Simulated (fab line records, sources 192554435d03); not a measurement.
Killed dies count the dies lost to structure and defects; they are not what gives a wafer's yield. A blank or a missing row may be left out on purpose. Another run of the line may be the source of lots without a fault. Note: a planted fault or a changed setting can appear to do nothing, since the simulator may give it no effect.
Split-lot study || flow n5Finfet || 39 wafers read from 7 lots, route of 1938 steps

ABOUT THE SPLIT
At N5_BEOL_M11_VIA_ETCH_34 (etches SiCOH lowk in C4F6/O2, target depth 184.5 nm, time 69.2 s), the setting targetDepthA was moved away from the recipe's 1845 angstrom on 12 of the 39 wafers read, by -40.7% to +27.2%. For the rest of the wafers, this setting stayed at what the recipe calls for.

The reading comes from the split's own step.

THE READING
SOC_of_BEOL_M11_COAT_63.thkNm (the simulator's own value, which no gauge read), in nm, at N5_BEOL_M11_VIA_ETCH_34 (etches SiCOH lowk in C4F6/O2, target depth 184.5 nm, time 69.2 s). No usual value for it is given in the file. The 27 wafers here that ran the recipe average 91.8 nm, standard deviation 0.23 nm.

{"wafer": "L075.1", "tool, chamber at the split": "rieDiel-03, 1", "targetDepthA as run, angstrom": 1845, "against the recipe": "recipe", "SOC_of_BEOL_M11_COAT_63.thkNm, nm": 91.6, "against lot-mates on the recipe": "-"}
{"wafer": "L075.2", "tool, chamber at the split": "rieDiel-03, 3", "targetDepthA as run, angstrom": 1390, "against the recipe": "-24.7%", "SOC_of_BEOL_M11_COAT_63.thkNm, nm": 93.8, "against lot-mates on the recipe": "+2.1"}
{"wafer": "L075.3", "tool, chamber at the split": "rieDiel-03, 2", "targetDepthA as run, angstrom": 1845, "against the recipe": "recipe", "SOC_of_BEOL_M11_COAT_63.thkNm, nm": 91.6, "against lot-mates on the recipe": "-"}
{"wafer": "L075.4", "tool, chamber at the split": "rieDiel-03, 1", "targetDepthA as run, angstrom": 1390, "against the recipe": "-24.7%", "SOC_of_BEOL_M11_COAT_63.thkNm, nm": 93.4, "against lot-mates on the recipe": "+1.7"}
{"wafer": "L075.5", "tool, chamber at the split": "rieDiel-03, 3", "targetDepthA as run, angstrom": 1845, "against the recipe": "recipe", "SOC_of_BEOL_M11_COAT_63.thkNm, nm": 92, "against lot-mates on the recipe": "-"}
{"wafer": "L075.6", "tool, chamber at the split": "rieDiel-03, 2", "targetDepthA as run, angstrom": 1390, "against the recipe": "-24.7%", "SOC_of_BEOL_M11_COAT_63.thkNm, nm": 93.6, "against lot-mates on the recipe": "+1.9"}
{"wafer": "L077.1", "tool, chamber at the split": "rieDiel-03, 0", "targetDepthA as run, angstrom": 1094, "against the recipe": "-40.7%", "SOC_of_BEOL_M11_COAT_63.thkNm, nm": 95.2, "against lot-mates on the recipe": "+3.3"}
{"wafer": "L077.2", "tool, chamber at the split": "rieDiel-03, 3", "targetDepthA as run, angstrom": 1094, "against the recipe": "-40.7%", "SOC_of_BEOL_M11_COAT_63.thkNm, nm": 95.4, "against lot-mates on the recipe": "+3.5"}
{"wafer": "L077.3", "tool, chamber at the split": "rieDiel-03, 1", "targetDepthA as run, angstrom": 1845, "against the recipe": "recipe", "SOC_of_BEOL_M11_COAT_63.thkNm, nm": 92, "against lot-mates on the recipe": "-"}
{"wafer": "L077.4", "tool, chamber at the split": "rieDiel-03, 2", "targetDepthA as run, angstrom": 1094, "against the recipe": "-40.7%", "SOC_of_BEOL_M11_COAT_63.thkNm, nm": 95.2, "against lot-mates on the recipe": "+3.3"}
{"wafer": "L077.5", "tool, chamber at the split": "rieDiel-03, 0", "targetDepthA as run, angstrom": 1845, "against the recipe": "recipe", "SOC_of_BEOL_M11_COAT_63.thkNm, nm": 91.8, "against lot-mates on the recipe": "-"}
{"wafer": "L077.6", "tool, chamber at the split": "rieDiel-03, 3", "targetDepthA as run, angstrom": 1845, "against the recipe": "recipe", "SOC_of_BEOL_M11_COAT_63.thkNm, nm": 92, "against lot-mates on the recipe": "-"}
{"wafer": "L078.1", "tool, chamber at the split": "rieDiel-03, 1", "targetDepthA as run, angstrom": 1845, "against the recipe": "recipe", "SOC_of_BEOL_M11_COAT_63.thkNm, nm": 91.8, "against lot-mates on the recipe": "-"}
{"wafer": "L078.2", "tool, chamber at the split": "rieDiel-03, 2", "targetDepthA as run, angstrom": 1845, "against the recipe": "recipe", "SOC_of_BEOL_M11_COAT_63.thkNm, nm": 92, "against lot-mates on the recipe": "-"}
{"wafer": "L078.3", "tool, chamber at the split": "rieDiel-03, 3", "targetDepthA as run, angstrom": 1845, "against the recipe": "recipe", "SOC_of_BEOL_M11_COAT_63.thkNm, nm": 92.2, "against lot-mates on the recipe": "-"}
{"wafer": "L078.4", "tool, chamber at the split": "rieDiel-03, 0", "targetDepthA as run, angstrom": 1845, "against the recipe": "recipe", "SOC_of_BEOL_M11_COAT_63.thkNm, nm": 92, "against lot-mates on the recipe": "-"}
{"wafer": "L078.5", "tool, chamber at the split": "rieDiel-03, 2", "targetDepthA as run, angstrom": 1845, "against the recipe": "recipe", "SOC_of_BEOL_M11_COAT_63.thkNm, nm": 91.8, "against lot-mates on the recipe": "-"}
{"wafer": "L078.6", "tool, chamber at the split": "rieDiel-03, 3", "targetDepthA as run, angstrom": 1845, "against the recipe": "recipe", "SOC_of_BEOL_M11_COAT_63.thkNm, nm": 92.2, "against lot-mates on the recipe": "-"}
{"wafer": "L086.1", "tool, chamber at the split": "rieDiel-04, 0", "targetDepthA as run, angstrom": 1845, "against the recipe": "recipe", "SOC_of_BEOL_M11_COAT_63.thkNm, nm": 91.4, "against lot-mates on the recipe": "-"}
{"wafer": "L086.2", "tool, chamber at the split": "rieDiel-04, 1", "targetDepthA as run, angstrom": 1845, "against the recipe": "recipe", "SOC_of_BEOL_M11_COAT_63.thkNm, nm": 91.4, "against lot-mates on the recipe": "-"}
{"wafer": "L086.3", "tool, chamber at the split": "rieDiel-04, 3", "targetDepthA as run, angstrom": 1845, "against the recipe": "recipe", "SOC_of_BEOL_M11_COAT_63.thkNm, nm": 91.4, "against lot-mates on the recipe": "-"}
{"wafer": "L086.4", "tool, chamber at the split": "rieDiel-04, 2", "targetDepthA as run, angstrom": 1845, "against the recipe": "recipe", "SOC_of_BEOL_M11_COAT_63.thkNm, nm": 91.6, "against lot-mates on the recipe": "-"}
{"wafer": "L086.5", "tool, chamber at the split": "rieDiel-04, 2", "targetDepthA as run, angstrom": 1845, "against the recipe": "recipe", "SOC_of_BEOL_M11_COAT_63.thkNm, nm": 91.6, "against lot-mates on the recipe": "-"}
{"wafer": "L086.6", "tool, chamber at the split": "rieDiel-04, 3", "targetDepthA as run, angstrom": 1845, "against the recipe": "recipe", "SOC_of_BEOL_M11_COAT_63.thkNm, nm": 91.6, "against lot-mates on the recipe": "-"}
{"wafer": "L089.1", "tool, chamber at the split": "rieDiel-02, 1", "targetDepthA as run, angstrom": 1845, "against the recipe": "recipe", "SOC_of_BEOL_M11_COAT_63.thkNm, nm": 92, "against lot-mates on the recipe": "-"}
{"wafer": "L089.2", "tool, chamber at the split": "rieDiel-02, 3", "targetDepthA as run, angstrom": 1845, "against the recipe": "recipe", "SOC_of_BEOL_M11_COAT_63.thkNm, nm": 91.8, "against lot-mates on the recipe": "-"}
{"wafer": "L089.6", "tool, chamber at the split": "rieDiel-02, 3", "targetDepthA as run, angstrom": 1845, "against the recipe": "recipe", "SOC_of_BEOL_M11_COAT_63.thkNm, nm": 91.8, "against lot-mates on the recipe": "-"}
{"wafer": "L090.1", "tool, chamber at the split": "rieDiel-04, 1", "targetDepthA as run, angstrom": 1845, "against the recipe": "recipe", "SOC_of_BEOL_M11_COAT_63.thkNm, nm": 92, "against lot-mates on the recipe": "-"}
{"wafer": "L090.2", "tool, chamber at the split": "rieDiel-04, 3", "targetDepthA as run, angstrom": 2347, "against the recipe": "+27.2%", "SOC_of_BEOL_M11_COAT_63.thkNm, nm": 89.4, "against lot-mates on the recipe": -2.5}
{"wafer": "L090.3", "tool, chamber at the split": "rieDiel-04, 2", "targetDepthA as run, angstrom": 2347, "against the recipe": "+27.2%", "SOC_of_BEOL_M11_COAT_63.thkNm, nm": 89.2, "against lot-mates on the recipe": -2.7}
{"wafer": "L090.4", "tool, chamber at the split": "rieDiel-04, 0", "targetDepthA as run, angstrom": 1845, "against the recipe": "recipe", "SOC_of_BEOL_M11_COAT_63.thkNm, nm": 91.8, "against lot-mates on the recipe": "-"}
{"wafer": "L090.5", "tool, chamber at the split": "rieDiel-04, 1", "targetDepthA as run, angstrom": 1845, "against the recipe": "recipe", "SOC_of_BEOL_M11_COAT_63.thkNm, nm": 92, "against lot-mates on the recipe": "-"}
{"wafer": "L090.6", "tool, chamber at the split": "rieDiel-04, 0", "targetDepthA as run, angstrom": 2347, "against the recipe": "+27.2%", "SOC_of_BEOL_M11_COAT_63.thkNm, nm": 89.4, "against lot-mates on the recipe": -2.5}
{"wafer": "L094.1", "tool, chamber at the split": "rieDiel-04, 0", "targetDepthA as run, angstrom": 1845, "against the recipe": "recipe", "SOC_of_BEOL_M11_COAT_63.thkNm, nm": 91.8, "against lot-mates on the recipe": "-"}
{"wafer": "L094.2", "tool, chamber at the split": "rieDiel-04, 2", "targetDepthA as run, angstrom": 1845, "against the recipe": "recipe", "SOC_of_BEOL_M11_COAT_63.thkNm, nm": 91.8, "against lot-mates on the recipe": "-"}
{"wafer": "L094.3", "tool, chamber at the split": "rieDiel-04, 3", "targetDepthA as run, angstrom": 2268, "against the recipe": "+22.9%", "SOC_of_BEOL_M11_COAT_63.thkNm, nm": 89.8, "against lot-mates on the recipe": -2.1}
{"wafer": "L094.4", "tool, chamber at the split": "rieDiel-04, 1", "targetDepthA as run, angstrom": 2268, "against the recipe": "+22.9%", "SOC_of_BEOL_M11_COAT_63.thkNm, nm": 90.2, "against lot-mates on the recipe": -1.7}
{"wafer": "L094.5", "tool, chamber at the split": "rieDiel-04, 1", "targetDepthA as run, angstrom": 2268, "against the recipe": "+22.9%", "SOC_of_BEOL_M11_COAT_63.thkNm, nm": 90.2, "against lot-mates on the recipe": -1.7}
{"wafer": "L094.6", "tool, chamber at the split": "rieDiel-04, 0", "targetDepthA as run, angstrom": 1845, "against the recipe": "recipe", "SOC_of_BEOL_M11_COAT_63.thkNm, nm": 92.2, "against lot-mates on the recipe": "-"}

FIT RESULTS
A straight line over all 39 wafers: SOC_of_BEOL_M11_COAT_63.thkNm changes by -0.0828 nm for each +1% of targetDepthA; r = -0.99; the points scatter about the line by 0.24 nm.
The same after taking each lot's own level away (the mean of its wafers on the recipe; 39 wafers): -0.0838 nm for each +1%; r = -0.99; scatter 0.18 nm.
Per that fit: largest targetDepthA move, reading shift of 3.4 nm.
Across the lots, their own levels run from 91.50 to 92.00 nm, a range of 2.1 times the standard deviation given above.
The two slopes are in agreement: the lot-to-lot level therefore moves the slope only a little.
Check: for one of the wafers moved furthest among these (-40.7%), held out of the fit, the line's prediction against its lot-mates is +3.39 nm. It came out at +3.27 nm against them.

THE OTHER SPLITS THESE WAFERS WENT THROUGH
Note: prior to the reading, these wafers also went through further splits. Each is held against what the fit with the lots' levels taken away leaves over:
{"other split on the same wafers": "N5_MOL_CONTACT_COAG_CVD_140 targetThkA", "wafers away from the commonest value": 12, "r with SOC_of_BEOL_M11_COAT_63.thkNm (lot level and that fit taken away)": -0.14}
{"other split on the same wafers": "N5_BEOL_M1_TRENCH_ETCH_37 timeS", "wafers away from the commonest value": 15, "r with SOC_of_BEOL_M11_COAT_63.thkNm (lot level and that fit taken away)": "+0.07"}
{"other split on the same wafers": "N5_BEOL_M2_CVD_47 targetThkA", "wafers away from the commonest value": 12, "r with SOC_of_BEOL_M11_COAT_63.thkNm (lot level and that fit taken away)": "+0.01"}
{"other split on the same wafers": "N5_BEOL_M4_ETCH_64 targetDepthA", "wafers away from the commonest value": 12, "r with SOC_of_BEOL_M11_COAT_63.thkNm (lot level and that fit taken away)": "+0.32"}
{"other split on the same wafers": "N5_BEOL_M7_DEP_56 targetThkA", "wafers away from the commonest value": 18, "r with SOC_of_BEOL_M11_COAT_63.thkNm (lot level and that fit taken away)": -0.24}
{"other split on the same wafers": "N5_BEOL_M9_HM_DEP_02 targetThkA", "wafers away from the commonest value": 9, "r with SOC_of_BEOL_M11_COAT_63.thkNm (lot level and that fit taken away)": "+0.02"}

THE WHOLE CHAIN: every reading that the file lists as answering this split, in the file's order
{"step": "N5_BEOL_M11_VIA_ETCH_34", "what it does": "etches SiCOH lowk in C4F6/O2, target depth 184.5 nm, time 69.2 s", "reading": "etch.depthNm (the simulator's own value, which no gauge read)", "change (the file's fit)": "+1.91 nm for each +1% of the setting", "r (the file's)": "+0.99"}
{"step": "N5_BEOL_M11_VIA_ETCH_34", "what it does": "etches SiCOH lowk in C4F6/O2, target depth 184.5 nm, time 69.2 s", "reading": "SOC_of_BEOL_M11_COAT_63.thkNm (the simulator's own value, which no gauge read)", "change (the file's fit)": "-0.0836 nm for each +1% of the setting", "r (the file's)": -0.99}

FILE'S OWN FIT
SOC_of_BEOL_M11_COAT_63.thkNm changes by -0.0836 nm for each +1% of targetDepthA, r = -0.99.
